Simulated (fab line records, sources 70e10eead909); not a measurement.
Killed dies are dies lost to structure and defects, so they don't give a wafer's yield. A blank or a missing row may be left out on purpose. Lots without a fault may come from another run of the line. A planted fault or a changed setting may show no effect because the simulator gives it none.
Which tool did it? | flow nand_harc | 15 lots, 45 wafers sampled, at 5 steps of a route of 1302

WHAT THE GAUGES READ, wafer by wafer
NHARC_P_ZERO_WELL_CD_MEAS_52: target cd 2000 nm.
lot  | measured     | on        | cd_nm (nm)
L568 | day 2 02:17  | cd_sem-01 | 1998.8 2000.2 1997.9
L569 | day 2 11:41  | cd_sem-01 | 2002.0 2000.3 2002.2
L570 | day 2 22:17  | cd_sem-03 | 2004.5 1997.9 2001.0
L571 | day 3 07:50  | cd_sem-01 | 1999.9 2000.0 2000.6
L572 | day 3 17:52  | cd_sem-02 | 2000.9 1999.0 1996.8
L573 | day 4 03:55  | cd_sem-01 | 2000.9 2000.8 2001.1
L575 | day 5 00:03  | cd_sem-02 | 1998.6 2001.8 2001.1
L576 | day 5 09:47  | cd_sem-02 | 1998.5 2003.5 2003.7
L579 | day 6 15:46  | cd_sem-01 | - - -
L580 | day 7 02:55  | cd_sem-01 | - - -
L581 | day 7 11:58  | cd_sem-01 | - - -
L588 | day 10 12:28 | cd_sem-03 | 1997.1 1998.7 2000.7
L589 | day 10 19:43 | cd_sem-03 | 1998.2 1999.9 2001.3
L590 | day 11 05:40 | cd_sem-01 | 2001.1 1998.5 2001.1
L591 | day 11 15:48 | cd_sem-03 | 2002.7 2002.2 2000.4

NHARC_P_ZERO_WELL_INSPECT_43.
lot  | measured     | on                | raw_defect_count
L568 | day 2 04:05  | defect_inspect-02 | 16 7 12
L569 | day 2 13:30  | defect_inspect-02 | 28 15 14
L570 | day 3 00:04  | defect_inspect-02 | 16 9 8
L571 | day 3 09:54  | defect_inspect-02 | 11 3 4
L572 | day 3 19:41  | defect_inspect-02 | 5 7 9
L573 | day 4 05:45  | defect_inspect-01 | 17 10 7
L575 | day 5 01:51  | defect_inspect-01 | 3 16 16
L576 | day 5 11:41  | defect_inspect-02 | 17 4 6
L579 | day 6 17:34  | defect_inspect-02 | 1019 1031 1091
L580 | day 7 04:47  | defect_inspect-02 | 1064 1072 1083
L581 | day 7 13:47  | defect_inspect-01 | 1045 1011 1075
L588 | day 10 14:17 | defect_inspect-02 | 7 9 11
L589 | day 10 21:32 | defect_inspect-01 | 16 11 17
L590 | day 11 07:29 | defect_inspect-01 | 7 16 8
L591 | day 11 17:37 | defect_inspect-02 | 15 4 6

WHICH TOOL RAN EACH LOT (tool, then ch and the chambers of the sampled wafers, then the start)
lot  | NHARC_P_ZERO_WELL_DESCUM_13       | NHARC_P_ZERO_WELL_DESCUM_39        | NHARC_P_ZERO_WELL_EXPOSE_49
L568 | rie_diel-03 ch 1,2,3, day 1 21:23 | rie_diel-02 ch 0,2,3, day 2 00:55  | krf_scanner-04 ch 0, day 2 02:07
L569 | rie_diel-03 ch 1,2,3, day 2 07:25 | rie_diel-02 ch 2,3, day 2 10:18    | krf_scanner-04 ch 0, day 2 11:32
L570 | rie_diel-03 ch 0,1,3, day 2 17:31 | rie_diel-11 ch 0,1, day 2 20:47    | krf_scanner-01 ch 0, day 2 22:08
L571 | rie_diel-02 ch 0,1,2, day 3 03:26 | rie_diel-02 ch 0,1,3, day 3 06:22  | krf_scanner-02 ch 0, day 3 07:40
L572 | rie_diel-11 ch 1,2,3, day 3 13:23 | rie_diel-02 ch 0,1,2, day 3 16:25  | krf_scanner-01 ch 0, day 3 17:43
L573 | rie_diel-02 ch 0,2,3, day 3 23:20 | rie_diel-03 ch 0,1,3, day 4 02:28  | krf_scanner-02 ch 0, day 4 03:45
L575 | rie_diel-02 ch 0,3, day 4 19:30   | rie_diel-02 ch 0,2,3, day 4 22:35  | krf_scanner-01 ch 0, day 4 23:53
L576 | rie_diel-03 ch 0,1, day 5 05:28   | rie_diel-02 ch 0,3, day 5 08:26    | krf_scanner-01 ch 0, day 5 09:38
L579 | rie_diel-03 ch 1,2,3, day 6 11:26 | rie_diel-03 ch 0,2,3, day 6 14:25  | krf_scanner-04, day 6 15:36
L580 | rie_diel-02 ch 1,3, day 6 21:24   | rie_diel-03 ch 1,2,3, day 7 01:26  | krf_scanner-02, day 7 02:45
L581 | rie_diel-11 ch 1,2,3, day 7 07:24 | rie_diel-02 ch 0,1, day 7 10:29    | krf_scanner-01, day 7 11:48
L588 | rie_diel-11 ch 1,3, day 10 05:25  | rie_diel-03 ch 0,1,2, day 10 11:08 | krf_scanner-01 ch 0, day 10 12:19
L589 | rie_diel-02 ch 0,2, day 10 15:24  | rie_diel-02 ch 1,2, day 10 18:22   | krf_scanner-01 ch 0, day 10 19:34
L590 | rie_diel-11 ch 1,2, day 11 01:27  | rie_diel-02 ch 2,3, day 11 04:12   | krf_scanner-04 ch 0, day 11 05:31
L591 | rie_diel-11 ch 0,1, day 11 11:24  | rie_diel-02 ch 0,2,3, day 11 14:20 | krf_scanner-02 ch 0, day 11 15:38
- NHARC_P_ZERO_WELL_DESCUM_13: chemistry O2, time 3 s.
- NHARC_P_ZERO_WELL_DESCUM_39: chemistry O2, time 3 s.
- NHARC_P_ZERO_WELL_EXPOSE_49: exposes mask P HVPW, target cd 2000 nm.

WHAT THE TOOLS THEMSELVES READ (means of the sampled wafers that have a number; where no wafer has one, the mark that the record gives instead)
NHARC_P_ZERO_WELL_DESCUM_13.
lot  | tool        | drypump_motor_current_A (A) | o2_flow_sccm (sccm) | oes_product_au (a.u.) | rf_vpp_V (V) | showerhead_plenum_p_Torr (Torr) | throttle_valve_pct (%)
L568 | rie_diel-03 | 5.4                         | 199.5               | 1.000                 | 58.1         | 1.89                            | 11.299
L569 | rie_diel-03 | 5.5                         | 200.2               | 0.996                 | 58.2         | 1.88                            | 11.310
L570 | rie_diel-03 | 5.7                         | 200.0               | 0.996                 | 58.4         | 1.89                            | 11.311
L571 | rie_diel-02 | 5.5                         | 199.9               | 0.991                 | 57.0         | 1.89                            | 11.310
L572 | rie_diel-11 | 5.6                         | 200.6               | 1.005                 | 57.2         | 1.85                            | 11.307
L573 | rie_diel-02 | 5.1                         | 199.8               | 1.000                 | 57.3         | 1.93                            | 11.320
L575 | rie_diel-02 | 5.2                         | 200.2               | 1.000                 | 57.9         | 1.94                            | 11.312
L576 | rie_diel-03 | 5.9                         | 200.2               | 1.001                 | 57.5         | 1.84                            | 11.321
L579 | rie_diel-03 | 5.5                         | 199.8               | 1.006                 | 58.1         | 1.87                            | 11.317
L580 | rie_diel-02 | 5.9                         | 199.9               | 0.979                 | 58.1         | 1.82                            | 11.313
L581 | rie_diel-11 | 5.6                         | 199.7               | 0.995                 | 58.1         | 1.84                            | 11.317
L588 | rie_diel-11 | 5.7                         | 199.9               | 0.994                 | 58.5         | 1.83                            | 11.311
L589 | rie_diel-02 | 5.1                         | 199.8               | 1.007                 | 57.7         | 1.94                            | 11.319
L590 | rie_diel-11 | 5.5                         | 199.9               | 1.003                 | 57.4         | 1.81                            | 11.307
L591 | rie_diel-11 | 5.8                         | 200.1               | 1.011                 | 57.4         | 1.82                            | 11.306

NHARC_P_ZERO_WELL_DESCUM_39.
lot  | tool        | drypump_motor_current_A (A) | o2_flow_sccm (sccm) | oes_product_au (a.u.) | rf_vpp_V (V) | showerhead_plenum_p_Torr (Torr) | throttle_valve_pct (%)
L568 | rie_diel-02 | 5.1                         | 200.5               | 1.001                 | 57.4         | 1.94                            | 11.313
L569 | rie_diel-02 | 5.1                         | 199.6               | 0.996                 | 58.8         | 1.91                            | 11.311
L570 | rie_diel-11 | 6.1                         | 199.7               | 0.991                 | 56.6         | 1.87                            | 11.304
L571 | rie_diel-02 | 5.6                         | 199.8               | 0.987                 | 57.2         | 1.88                            | 11.320
L572 | rie_diel-02 | 5.5                         | 200.1               | 0.991                 | 57.8         | 1.89                            | 11.312
L573 | rie_diel-03 | 5.7                         | 200.2               | 0.998                 | 57.1         | 1.89                            | 11.303
L575 | rie_diel-02 | 5.1                         | 199.8               | 0.990                 | 58.2         | 1.93                            | 11.314
L576 | rie_diel-02 | 5.2                         | 200.1               | 0.991                 | 57.2         | 1.91                            | 11.317
L579 | rie_diel-03 | 5.6                         | 199.9               | 1.004                 | 58.0         | 1.93                            | 11.310
L580 | rie_diel-03 | 5.5                         | 199.6               | 0.996                 | 57.8         | 1.87                            | 11.319
L581 | rie_diel-02 | 5.5                         | 199.5               | 1.001                 | 57.4         | 1.90                            | 11.311
L588 | rie_diel-03 | 5.8                         | 200.0               | 0.993                 | 57.2         | 1.88                            | 11.302
L589 | rie_diel-02 | 5.4                         | 199.4               | 0.996                 | 57.0         | 1.97                            | 11.316
L590 | rie_diel-02 | 5.1                         | 199.6               | 1.008                 | 57.2         | 1.91                            | 11.305
L591 | rie_diel-02 | 5.1                         | 199.8               | 1.014                 | 57.0         | 1.92                            | 11.300

NHARC_P_ZERO_WELL_EXPOSE_49.
lot  | tool           | exposure_dose_mJ_cm2 | focus_offset_nm (nm)
L568 | krf_scanner-04 | 22.629               | -0.4
L569 | krf_scanner-04 | 22.626               | -0.3
L570 | krf_scanner-01 | 22.661               | -0.4
L571 | krf_scanner-02 | 22.605               | 0.4
L572 | krf_scanner-01 | 22.652               | 0.1
L573 | krf_scanner-02 | 22.647               | 0.0
L575 | krf_scanner-01 | 22.618               | 0.5
L576 | krf_scanner-01 | 22.628               | -0.3
L579 | krf_scanner-04 | -                    | -
L580 | krf_scanner-02 | -                    | -
L581 | krf_scanner-01 | -                    | -
L588 | krf_scanner-01 | 22.634               | 0.9
L589 | krf_scanner-01 | 22.628               | -0.3
L590 | krf_scanner-04 | 22.671               | -0.4
L591 | krf_scanner-02 | 22.652               | -0.5

THE ANSWER, worked out from the rows above alone
Rule: what is usual is taken from the lots themselves. Put in order of their means at a reading, lots are off if they are a third of the lots or fewer, leave a main group of 4 or more, and stand apart from it by a gap of 3 or more times the standard deviation of the main group's means; of several such gaps the widest counts. A main group whose means are all the same, to the digits that the tables above print for the reading, isn't used. A lot without any number at a reading at which 4 lots or more have one is off too. The other lots that the step has rows for count as sound. The gauges are gone through in route order, then the tools' own readings, and for those a lot's mean is taken as printed above. The first step at which some lot is off is used, and at that step the reading that is off furthest; a lot without a number counts as furthest.
Off: L579, L580, L581, at NHARC_P_ZERO_WELL_CD_MEAS_52 (cd_nm). Without a number there: L579, L580, L581. The main group: mean 2000.4 nm, standard deviation 1.1.
A tool fits if, at a process step before that reading, it ran every lot that is off, and no sound lot after the first of them. The gauges at NHARC_P_ZERO_WELL_CD_MEAS_52 aren't tried: what is off there is off at NHARC_P_ZERO_WELL_INSPECT_43 too, on other tools, and a gauge's error can't cause that. None of those tried fits.

WHAT THE SIMULATOR HAD PUT IN
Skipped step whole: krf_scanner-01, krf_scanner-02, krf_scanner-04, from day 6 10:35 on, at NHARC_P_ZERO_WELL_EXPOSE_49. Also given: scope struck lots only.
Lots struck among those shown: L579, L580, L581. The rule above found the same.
